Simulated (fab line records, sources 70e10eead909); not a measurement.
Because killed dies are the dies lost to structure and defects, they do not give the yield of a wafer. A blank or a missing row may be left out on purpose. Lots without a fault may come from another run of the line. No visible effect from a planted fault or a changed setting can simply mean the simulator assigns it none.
What tool caused it? | flow nand_harc | 21 wafers from 7 lots sampled at 3 of the route's 1302 steps

## WHAT THE GAUGES SHOWED, per wafer
NHARC_A_CHANNEL_HOLE_D1_CD_MEAS_10: the cd target is 100 nm.
lot  | measured     | on        | cd_nm (nm)
L608 | day 9 11:11  | cd_sem-01 | 101.1 99.7 99.4
L613 | day 11 07:42 | cd_sem-03 | 84.7 83.7 83.0
L618 | day 13 10:19 | cd_sem-01 | 85.6 86.1 85.7
L622 | day 15 10:29 | cd_sem-01 | 99.7 100.0 99.9
L623 | day 16 01:17 | cd_sem-03 | 100.3 100.7 101.4
L627 | day 17 02:05 | cd_sem-03 | 100.4 101.2 100.3
L629 | day 17 22:29 | cd_sem-03 | 100.1 100.7 99.5

## WHAT TOOL EACH LOT RAN ON (gives the tool, then ch and the chambers of the sampled wafers, and finally the start)
lot  | NHARC_A_CHANNEL_HOLE_D1_DEP_01  | NHARC_A_CHANNEL_HOLE_D1_EXPOSE_07
L608 | pecvd-03 ch 0,1,2, day 9 10:26  | arfi_scanner-03 ch 0, day 9 11:03
L613 | pecvd-03 ch 0,2, day 11 07:05   | arfi_scanner-03 ch 0, day 11 07:34
L618 | pecvd-01 ch 1,2, day 13 09:35   | arfi_scanner-03 ch 0, day 13 10:10
L622 | pecvd-04 ch 0,1,2, day 15 09:46 | arfi_scanner-02 ch 0, day 15 10:20
L623 | pecvd-01 ch 1,2, day 16 00:41   | arfi_scanner-02 ch 0, day 16 01:08
L627 | pecvd-04 ch 0,1, day 17 01:23   | arfi_scanner-02 ch 0, day 17 01:57
L629 | pecvd-01 ch 0,2, day 17 21:46   | arfi_scanner-02 ch 0, day 17 22:22
- NHARC_A_CHANNEL_HOLE_D1_DEP_01: deposits SiON, target thk 140 nm.
- NHARC_A_CHANNEL_HOLE_D1_EXPOSE_07: exposes mask HOLE D1, target cd 100 nm.

## THE ANSWER, worked out from the rows above alone
Rule: the lots themselves supply what counts as usual. Put in order of their means at a reading, lots are off if they are a third of the lots or fewer, leave a main group of 4 or more, and stand apart from it by a gap of 3 or more times the standard deviation of the main group's means; of several such gaps the widest counts. If all means in a main group match to the digits the tables above print for the reading, that group is not used. A lot without any number at a reading at which 4 lots or more have one is off too. All remaining lots with rows at the step are treated as sound.
Off at NHARC_A_CHANNEL_HOLE_D1_CD_MEAS_10 (cd_nm): L613, L618. For the main group the mean is 100.3 nm and the standard deviation 0.36.
If a tool, at a process step before that reading, ran all the lots that are off and no sound lot after the first of them, it fits. Those tools and the gauges at NHARC_A_CHANNEL_HOLE_D1_CD_MEAS_10 are tried in the same way. One fits: NHARC_A_CHANNEL_HOLE_D1_EXPOSE_07 on arfi_scanner-03. Its last sound lot is L608 (day 9 11:03), its first lot that is off L613 (day 11 07:34): a fault that began between those two fits.

## WHAT HAD BEEN PUT IN BY THE SIMULATOR
Process parameters drifting: arfi_scanner-03 at NHARC_A_CHANNEL_HOLE_D1_EXPOSE_07, beginning at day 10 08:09. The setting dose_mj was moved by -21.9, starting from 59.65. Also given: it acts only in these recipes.
Struck lots among those shown: L613, L618. Same finding as the rule above.
